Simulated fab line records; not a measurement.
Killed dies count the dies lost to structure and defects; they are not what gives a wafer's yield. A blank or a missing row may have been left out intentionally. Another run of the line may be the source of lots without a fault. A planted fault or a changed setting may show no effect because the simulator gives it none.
Matching of chambers ; flow nand-harc ; rie-diel-11 running NHARC_A_STAIRCASE_TRIM_196: 4 sister chambers
The step chemistry O2, time 211.2 s. 4 wafers are shown with their chamber, then 8 later ones without.

== WAFERS WITH THEIR CHAMBER ==
wafer;chamber;drypump-motor-current-A (A)
L086.1;3;5.3
L086.2;0;6.1
L086.3;2;5.6
L089.2;1;6.4

== WAFERS WHOSE CHAMBER IS MISSING ==
wafer;drypump-motor-current-A (A)
L089.3;6.1
L089.5;6.4
L090.1;5.6
L090.4;6.4
L090.5;6.1
L096.1;6.2
L096.5;6.4
L096.6;5.7

== THE CHAMBER EACH PASSED THROUGH ==
wafer;from the rows above;in truth
L089.3;0;0
L089.5;1;1
L090.1;2;2
L090.4;1;1
L090.5;0;0
L096.1;can't be placed: 0 or 1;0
L096.5;1;1
L096.6;2;2
Placed correctly: 7 of 8. From these rows, 1 cannot be placed; in 1 the true chamber is one of the candidates. Placed wrongly: 0.
How it was worked out, from the rows above alone: a wafer's distance from a chamber is the root of the sum, over the readings, of the square of ((its reading less the chamber's mean) divided by the reading's scatter). The wafer belongs to the nearest chamber; if the next one is less than 2 further off, it can't be placed. A chamber's mean is the mean of its shown wafers. The scatter: root of mean squared gap, hidden wafer to nearest shown wafer, with one shown wafer a chamber.
